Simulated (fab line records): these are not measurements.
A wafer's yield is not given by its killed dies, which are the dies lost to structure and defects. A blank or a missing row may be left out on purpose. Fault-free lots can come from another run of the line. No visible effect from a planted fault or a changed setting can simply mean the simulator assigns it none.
A struck lot beside a sound one ; flow n5-finfet ; 15 out of 1938 route steps
Sound: these wafers, L540.3, L540.4, L540.6. Struck: wafer L543.1 (left out: L543.3, L543.6 of the same lot, which were not struck); the cause appears at the end.
Per side, at each step with rows, come the tool, then ch with its chambers, and then its first start. Under that, the readings that differ: sound wafers ; struck wafers ; difference of the means ; sigmas: that difference in standard deviations of wafers without a fault.
alike: same words and numbers on both sides, and readings whose means sit less than 2 such deviations apart. not compared: any withheld reading, any reading some wafer has no value for, any bound like >300 that may hide the same value, and any number with overlapping values for which the record gives no deviation.
Wherever a step has rows on one side only, a row that says differs or no value, or a row with sigmas, the two part there. Numbers that have no deviation but don't overlap get no sigmas and don't part them. A reading that every wafer of one side lacks parts them only if that side has two wafers or more.

N5_BEOL_M8_TRENCH_ETCH_37: etches SiCOH lowk in C4F6/O2, target depth 93.478 nm, time 31.2 s.
  sound: rie-diel-04 ch 0,1,3; struck: rie-diel-05 ch 3
reading;sound;struck;difference;sigmas
throttle-valve-pct (%);20.48 20.64 20.68;21.04;+0.44;+2
  alike: drypump-motor-current-A, oes-product-au, rf-fwd-power-W, rf-vpp-V, showerhead-plenum-p-Torr
  not compared: rf-hours-counter-h
N5_BEOL_M8_ETCH_41: etches SiCN in CH3F/O2, target depth 31.9 nm, time 57.8 s.
  sound: rie-diel-04 ch 0,1,3; struck: rie-diel-05 ch 3
  alike: drypump-motor-current-A, oes-product-au, rf-fwd-power-W, rf-vpp-V, showerhead-plenum-p-Torr, throttle-valve-pct
  not compared: rf-hours-counter-h
N5_BEOL_M8_STRIP_80: strips in N2/H2, time 10 s.
  sound: rie-diel-04 ch 0,1,3; struck: rie-diel-05 ch 3
reading;sound;struck;difference;sigmas
throttle-valve-pct (%);23.1 23.6 23.0;24.3;+1.1;+3
  alike: drypump-motor-current-A, oes-product-au, rf-vpp-V, showerhead-plenum-p-Torr, temp-c
  not compared: rf-hours-counter-h
N5_BEOL_M8_OCD_MEAS_38:
  struck on ocd-02, day 13 16:29; sound on ocd-01, day 12 17:47
  alike: trench-depth-nm
then, 4 steps without rows for these wafers: N5_BEOL_M8_HM_STRIP_39 (strips TiN in peroxide tin strip, target depth 25 nm, time 158 s); N5_BEOL_M8_SRD_40 (time 30 s); N5_BEOL_M8_PRECLEAN_42 (cleans in residue remover, time 60 s); N5_BEOL_M8_SRD_43 (time 30 s).
N5_BEOL_M8_CD_MEAS_35: the cd target is 40 nm.
  struck on cd-sem-03, day 13 16:38; sound on cd-sem-01, day 12 17:57
  alike: cd-nm
N5_BEOL_M8_CURE_75: cures SiCOH lowk, time 120 s.
  sound on uv-cure-01 ch 1, day 12 18:05; struck on uv-cure-02 ch 0, day 13 17:23
  alike: lamp-power-pct, wafer_temp_C_max
then, 1 step without rows for these wafers: N5_BEOL_M8_DEGAS_44 (time 60 s).
N5_BEOL_M8_PRE_CLEAN_45: time 30 s.
  struck on pvd-sputter-03, day 13 17:47; sound on pvd-sputter-02, day 12 18:26
  alike: heater-power-w
N5_BEOL_M8_ALD_77: deposits TaN, target thk 2 nm, pulse time 2 s, purge time 3 s.
  sound on ald-metal-04 ch 1,2,3, day 12 18:31; struck on ald-metal-03 ch 2, day 13 17:51
reading;sound;struck;difference;sigmas
purge-time-s (s);3 3 3;2.8438;-0.1562;
  alike: heater-power-w
  not compared: since-wet-clean-h
then, 2 steps without rows for these wafers: N5_BEOL_M8_SURFACE_TREAT_79; N5_PASSIVATION_PROBE_49.

== WHERE THEY PART ==
First at N5_BEOL_M8_TRENCH_ETCH_37; last, within this record, at N5_BEOL_M8_STRIP_80. Later steps at which nothing parts them and some readings are alike: N5_BEOL_M8_OCD_MEAS_38, N5_BEOL_M8_CD_MEAS_35, N5_BEOL_M8_CURE_75, N5_BEOL_M8_PRE_CLEAN_45, N5_BEOL_M8_ALD_77.

WHY: the cause the simulator had injected
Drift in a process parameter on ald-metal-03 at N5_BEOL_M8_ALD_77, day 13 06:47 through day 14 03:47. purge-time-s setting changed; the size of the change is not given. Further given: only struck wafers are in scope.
